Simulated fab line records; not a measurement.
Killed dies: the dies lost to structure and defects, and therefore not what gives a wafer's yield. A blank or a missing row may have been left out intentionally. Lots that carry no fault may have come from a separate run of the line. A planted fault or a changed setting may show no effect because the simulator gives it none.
Shared-tool check ; flow nand_harc ; 11 lots, 33 wafers sampled

REASON FOR OPENING
Flagged at NHARC_P_GATE_CD_MEAS_91: reading cd_nm, on 1 of 11 lots. No-fault wafers: 1999.9 nm, standard deviation 1.9.
Rule: a lot gets a flag if all its wafers with a number sit over 4 standard deviations from that mean, or if no wafer of it has a number. All remaining lots are regarded as sound.

lot;measured;on;cd_nm (nm), wafer by wafer;flag
L996;day 5 19:27;cd_sem-03;1998.6 1998.5 2001.9;
L998;day 5 22:12;cd_sem-03;2000.8 2001.1 2000.1;
L997;day 5 22:52;cd_sem-01;2003.6 2003.1 2002.9;
L999;day 6 05:01;cd_sem-02;1998.5 1998.6 2000.5;
L103;day 7 12:15;cd_sem-03;2002.5 2002.5 1998.7;
L106;day 7 21:23;cd_sem-03;2004.8 2000.6 2004.0;
L109;day 8 12:56;cd_sem-03;2259.7 2258.9 2257.0;FLAGGED
L108;day 8 13:06;cd_sem-02;2002.9 2001.0 2000.5;
L116;day 10 16:32;cd_sem-01;1998.9 1996.7 1996.6;
L117;day 10 19:45;cd_sem-01;1997.5 1999.6 1998.8;
L118;day 11 05:01;cd_sem-01;1997.2 1998.4 1998.8;
On average the flagged lots read 2258.5 nm, which is +258.6 nm against the usual, or +99 or more standard deviations.

WHICH TOOL RAN EACH LOT
4 process steps preceding the reading are held in the record, out of 1159 steps in the route. In each cell: the tool, then ch and the chambers that the sampled wafers went through, then the start.
lot;flag;NHARC_P_GATE_STRIP_108;NHARC_P_GATE_ETCHBACK_37;NHARC_P_GATE_STRIP_101;NHARC_P_GATE_EXPOSE_88
L996;;rie_diel-07 ch 1,2,3, day 5 02:38;rie_diel-06 ch 0,3, day 5 15:00 or earlier;rie_diel-06 ch 1,2, day 5 15:00;krf_scanner-02 ch 0, day 5 19:17
L998;;rie_diel-06 ch 0,1,3, day 5 07:32;rie_diel-07 ch 0,2,3, day 5 17:52 or earlier;rie_diel-07 ch 1,2,3, day 5 17:52;krf_scanner-02 ch 0, day 5 22:03
L997;;rie_diel-06 ch 0,2,3, day 5 08:05;rie_diel-02 ch 0,1,3, day 5 18:22 or earlier;rie_diel-02 ch 0,1,3, day 5 18:22;krf_scanner-04 ch 0, day 5 22:43
L999;;rie_diel-06 ch 1,2, day 5 14:11;rie_diel-07 ch 1,2, day 6 00:32 or earlier;rie_diel-07 ch 0,2,3, day 6 00:32;krf_scanner-01 ch 0, day 6 04:52
L103;;rie_diel-02 ch 0,1,2, day 6 21:28;rie_diel-07 ch 0,1, day 7 07:39 or earlier;rie_diel-07 ch 0,1, day 7 07:39;krf_scanner-02 ch 0, day 7 12:05
L106;;rie_diel-02 ch 0,2, day 7 05:19;rie_diel-06 ch 1,2,3, day 7 16:59 or earlier;rie_diel-06 ch 1,3, day 7 16:59;krf_scanner-02 ch 0, day 7 21:13
L109;FLAGGED;rie_diel-07 ch 0,1,3, day 7 22:19;rie_diel-06 ch 1,2, day 8 08:32 or earlier;rie_diel-06 ch 0,1,2, day 8 08:32;krf_scanner-04 ch 0, day 8 12:46
L108;;rie_diel-02 ch 1,2, day 7 22:31;rie_diel-07 ch 1,2,3, day 8 08:41 or earlier;rie_diel-07 ch 0,2,3, day 8 08:41;krf_scanner-01 ch 0, day 8 12:56
L116;;rie_diel-07 ch 0,1,2, day 9 22:37;rie_diel-07 ch 0,2,3, day 10 08:58 or earlier;rie_diel-07 ch 2,3, day 10 08:58;krf_scanner-02 ch 0, day 10 16:23
L117;;rie_diel-06 ch 0,2,3, day 10 05:07;rie_diel-02 ch 1,2,3, day 10 15:23 or earlier;rie_diel-02 ch 1,2,3, day 10 15:23;krf_scanner-02 ch 0, day 10 19:35
L118;;rie_diel-02 ch 0,2,3, day 10 12:14;rie_diel-07 ch 0,1,2, day 11 00:44 or earlier;rie_diel-07 ch 0,1,3, day 11 00:44;krf_scanner-04 ch 0, day 11 04:52
What is done by these steps:
- NHARC_P_GATE_STRIP_108: strips in O2.
- NHARC_P_GATE_ETCHBACK_37: etches the open film in CHF3/O2, target depth 34.5 nm, time 17.2 s.
- NHARC_P_GATE_STRIP_101: strips in O2, time 20 s.
- NHARC_P_GATE_EXPOSE_88: exposes mask P HVN, target cd 2000 nm.
- NHARC_P_GATE_CD_MEAS_91: target cd 2000 nm.

FLAGGED OVER TOTAL, TOOL BY TOOL (the gauges that took the reading come last)
step;tool;lots run;flagged;share of the flagged lots;sound lots run after its first flagged lot
NHARC_P_GATE_STRIP_108;rie_diel-02;4;0;none;-
NHARC_P_GATE_STRIP_108;rie_diel-06;4;0;none;-
NHARC_P_GATE_STRIP_108;rie_diel-07;3;1;all;1 (L116)
NHARC_P_GATE_ETCHBACK_37;rie_diel-02;2;0;none;-
NHARC_P_GATE_ETCHBACK_37;rie_diel-06;3;1;all;0
NHARC_P_GATE_ETCHBACK_37;rie_diel-07;6;0;none;-
NHARC_P_GATE_STRIP_101;rie_diel-02;2;0;none;-
NHARC_P_GATE_STRIP_101;rie_diel-06;3;1;all;0
NHARC_P_GATE_STRIP_101;rie_diel-07;6;0;none;-
NHARC_P_GATE_EXPOSE_88;krf_scanner-01;2;0;none;-
NHARC_P_GATE_EXPOSE_88;krf_scanner-02;6;0;none;-
NHARC_P_GATE_EXPOSE_88;krf_scanner-04;3;1;all;1 (L118)
NHARC_P_GATE_CD_MEAS_91;cd_sem-01;4;0;none;-
NHARC_P_GATE_CD_MEAS_91;cd_sem-02;2;0;none;-
NHARC_P_GATE_CD_MEAS_91;cd_sem-03;5;1;all;0
NHARC_P_GATE_ETCHBACK_37 gives no start for some lots, so the hours and the order of its lots are those of NHARC_P_GATE_STRIP_101.

THE TABLE: WHAT IT ALLOWS
5 rows of the table ran every flagged lot: rie_diel-07 at NHARC_P_GATE_STRIP_108, rie_diel-06 at NHARC_P_GATE_ETCHBACK_37, rie_diel-06 at NHARC_P_GATE_STRIP_101, krf_scanner-04 at NHARC_P_GATE_EXPOSE_88, cd_sem-03 at NHARC_P_GATE_CD_MEAS_91.
- rie_diel-07 at NHARC_P_GATE_STRIP_108 ran 3 lots, 1 of them flagged. Sound lots ran on it after the first flagged one (L116), which a lasting fault on the whole tool wouldn't allow.
- rie_diel-06 at NHARC_P_GATE_ETCHBACK_37 ran 3 lots, 1 of them flagged. Last sound lot L106 at day 7 16:59, first flagged lot L109 at day 8 08:32; a fault beginning in between fits.
- rie_diel-06 at NHARC_P_GATE_STRIP_101 ran 3 lots, 1 of them flagged. Last sound lot L106 at day 7 16:59, first flagged lot L109 at day 8 08:32; a fault beginning in between fits.
- krf_scanner-04 at NHARC_P_GATE_EXPOSE_88 ran 3 lots, 1 of them flagged. Sound lots ran on it after the first flagged one (L118), which a lasting fault on the whole tool wouldn't allow.
- cd_sem-03 at NHARC_P_GATE_CD_MEAS_91 ran 5 lots, 1 of them flagged. Last sound lot L106 at day 7 21:23, first flagged lot L109 at day 8 12:56; a fault beginning in between fits.
These 2 tools cannot be told apart by counting lots, since each of them fits a fault that started at some hour. More lots, or a look at what each step does to the wafer, might.

WHAT THE SIMULATOR PUT IN
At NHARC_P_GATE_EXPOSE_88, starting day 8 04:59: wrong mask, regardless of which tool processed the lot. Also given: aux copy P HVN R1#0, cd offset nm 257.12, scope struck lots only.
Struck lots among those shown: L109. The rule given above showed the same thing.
